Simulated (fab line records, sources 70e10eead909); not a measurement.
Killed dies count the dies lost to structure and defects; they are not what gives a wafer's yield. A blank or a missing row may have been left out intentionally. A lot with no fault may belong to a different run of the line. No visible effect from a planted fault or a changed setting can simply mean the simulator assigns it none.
A struck lot beside a sound one + flow nand harc + 14 out of 1302 route steps
Sound: wafers L312.2, L312.4, L312.5. The struck wafers were L310.3, L310.4, L310.5. The cause is given at the end.
For every step that has rows: the tool of each side, followed by ch and its chambers, followed by its first start. Under that, the readings that differ: sound wafers + struck wafers + difference of the means + sigmas: that difference in standard deviations of wafers without a fault.
alike: words and numbers the same on both sides, and readings whose means are apart by under 2 such deviations; not compared: readings that were withheld, readings missing a value for some wafer, numbers with overlapping values and no deviation given by the record, and bounds like >300 which may hide the same value.
Wherever a step has rows on one side only, a row that says differs or no value, or a row with sigmas, the two part there. Numbers that don't overlap but have no deviation are shown without sigmas and don't part them. Lack of a reading on every wafer of one side parts them only where that side has two or more wafers.

first, 8 steps without rows for these wafers: NHARC_THIN_TSV_DEHYDRATE_25 (time 120 s); NHARC_THIN_TSV_HMDS_26 (time 30 s); NHARC_THIN_TSV_COAT_27; NHARC_THIN_TSV_SOFTBAKE_28 (time 95 s); NHARC_THIN_TSV_EBR_29; NHARC_THIN_TSV_EXPOSE_30 (exposes mask PAD); NHARC_THIN_TSV_PEB_31 (peb time 85 s); NHARC_THIN_TSV_DEVELOP_32 (time 70 s).
NHARC_THIN_TSV_CD_MEAS_33 targets a cd of 5000 nm.
  sound on cd sem-02 ch 0, day 32 09:50; struck on cd sem-01 ch 0, day 31 23:27
| reading    | sound                | struck               | difference | sigmas |
|------------|----------------------|----------------------|------------|--------|
| cd nm (nm) | 4995.1 4997.7 4995.5 | 5001.1 5001.7 5001.0 | +5.2       | +2     |
then, 1 step without rows for these wafers: NHARC_THIN_TSV_HARDBAKE_34 (time 80 s).
NHARC_THIN_TSV_DESCUM_35: chemistry O2, time 3 s.
  sound on rie diel-12 ch 1,2,3, day 32 10:01; struck on rie diel-03 ch 2,3, day 31 23:36
  alike: drypump motor current A, o2 flow sccm, oes product au, rf vpp V, showerhead plenum p Torr, throttle valve pct
  not compared: rf hours counter h
NHARC_THIN_TSV_ETCH_59: etches the open film in Cl2/BCl3, target depth 880 nm, time 138.1 s.
  sound on rie metal-02 ch 0,1, day 32 10:10; struck on rie metal-03 ch 0,1, day 31 23:48
  alike: bcl3 flow sccm, bias w, drypump motor current A, oes product au, rf fwd power W, throttle valve pct
  not compared: rf hours counter h
NHARC_THIN_TSV_ETCH_36: etches the open film in Cl2/BCl3, target depth 65 nm, time 18.571 s.
  sound on rie metal-02 ch 0,1, day 32 10:23; struck on rie metal-03 ch 0,1, day 32 00:01
  no value came back on the struck wafers for chamber pressure mTorr (mTorr), drypump motor current A (A), oes product au (a.u.); on the sound wafers chamber pressure mTorr (mTorr) reads 9.989 10.001 9.999
  not compared: rf hours counter h
NHARC_THIN_TSV_STRIP_56: strips in O2.
  sound on plasma asher-01 ch 0,1, day 32 10:29; struck on plasma asher-02 ch 0,1, day 32 00:11
| reading                     | sound       | struck      | difference | sigmas |
|-----------------------------|-------------|-------------|------------|--------|
| drypump motor current A (A) | 6.3 6.0 6.2 | 4.9 5.0 5.1 | -1.2       | -2     |
  alike: heater power w
  not compared: rf hours counter h

== WHERE THEY PART ==
Earliest at NHARC_THIN_TSV_CD_MEAS_33; latest, in this record, at NHARC_THIN_TSV_STRIP_56.

WHY: the cause the simulator had injected
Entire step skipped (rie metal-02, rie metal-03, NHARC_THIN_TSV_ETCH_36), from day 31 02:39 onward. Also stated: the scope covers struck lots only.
